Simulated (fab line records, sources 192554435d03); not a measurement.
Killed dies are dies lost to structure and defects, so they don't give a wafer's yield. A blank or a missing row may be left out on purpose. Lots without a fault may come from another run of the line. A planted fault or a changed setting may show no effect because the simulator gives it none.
Problem report in the 8D (eight disciplines) form, filled by code | flow n5_finfet | the parts of the form that need people (team, actions taken, sign-off) are left out

1. THE PROBLEM
killed_at_M4_up at N5_PASSIVATION_PROBE_49 reads a mean of 532 on 2 wafers of 2 lots; wafers without a fault read 14 with a standard deviation of 5.3. That is +98 standard deviations from the usual mean.
First seen on wafer L248.4, day 14 03:20, on prober-01. The record holds 5 wafers of 3 lots with a number at this step. Rule for "out", or "out of limits": more than 4 standard deviations from the usual mean. The other wafers with a number count as sound.

2. WHAT IT IS AND WHAT IT IS NOT
question                    | is                                                                                                                                     | is not
which readings at this step | killed_at_M4_up, defect_limited_yield, killed_dies, killed_on_rim, sort_bin_5_function, sort_bin_6_memory, sort_n_pass, sort_yield_pct | killed_at_M0_to_M3, killed_at_contacts, killed_at_front_end, killed_at_other, killed_open
which lots                  | L248, L250                                                                                                                             | L260
which wafers of those lots  | all that have a number                                                                                                                 | -
read on which tools         | prober-01, prober-02                                                                                                                   | -
when                        | from day 14 03:20                                                                                                                      | up to then (0 sound wafers); but 3 sound wafers of L260 came after

3. SUSPECTS, AND WHAT RULES EACH OUT
Counting: a tool at a process step up to the reading stays a suspect if it ran every lot that is out and no sound lot after the first of them.
- cmp-04 at N5_BEOL_M15_CMP_49 (polishes, stops on SiO2, t overpolish 4.9 s, target thk 850 nm): kept. It ran every lot that is out, first L248 (day 13 12:37), and no sound lot after that.
Left after counting: cmp-04 at N5_BEOL_M15_CMP_49.

4. THE CAUSE (what the simulator had put in)
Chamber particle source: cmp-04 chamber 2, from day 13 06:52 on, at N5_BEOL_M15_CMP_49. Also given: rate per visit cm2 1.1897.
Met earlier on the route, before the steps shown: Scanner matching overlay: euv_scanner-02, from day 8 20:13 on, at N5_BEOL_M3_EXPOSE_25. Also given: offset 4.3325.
Counting left only this tool.

5. THE CHAIN OF EFFECTS, in route order
Each row: a reading whose mean over the struck wafers that have a number lies more than 3 standard deviations from the usual. Only readings for which the record gives a usual standard deviation are gone through. hours: the time from each lot's start at the first step in this table that gives one to its start at this step, as a median over the lots. sigmas: the change in usual standard deviations.
hours | step                    | reading              | usual  | on struck wafers | change | sigmas
0     | N5_PASSIVATION_PROBE_49 | defect_limited_yield | 91.1 % | 48.8             | -42.3  | -30
0     | N5_PASSIVATION_PROBE_49 | killed_at_M4_up      | 14     | 532              | +518   | +98
0     | N5_PASSIVATION_PROBE_49 | killed_dies          | 105    | 604              | +500   | +31
0     | N5_PASSIVATION_PROBE_49 | killed_on_rim        | 14     | 76               | +62    | +16
0     | N5_PASSIVATION_PROBE_49 | sort_bin_5_function  | 5.2 %  | 32.8             | +27.6  | +29
0     | N5_PASSIVATION_PROBE_49 | sort_bin_6_memory    | 3.3 %  | 15.2             | +11.9  | +20
0     | N5_PASSIVATION_PROBE_49 | sort_n_pass          | 1075   | 576              | -500   | -31
0     | N5_PASSIVATION_PROBE_49 | sort_yield_pct       | 91.1 % | 48.8             | -42.3  | -30
The process steps in it:
- N5_PASSIVATION_PROBE_49

6. WHAT WOULD HAVE CAUGHT IT SOONER
In this record the first reading out of limits was taken at day 14 03:20, 20 hours after the fault began at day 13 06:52.
Of the tool readings at N5_BEOL_M15_CMP_49 for which the record gives a usual standard deviation, none was out on any struck wafer, so an alarm limit of 4 standard deviations on them would not have fired.
All the lots that are out (2) had begun N5_BEOL_M15_CMP_49 on cmp-04 by day 14 03:20. A hold on the tool at that time would have spared none of them.
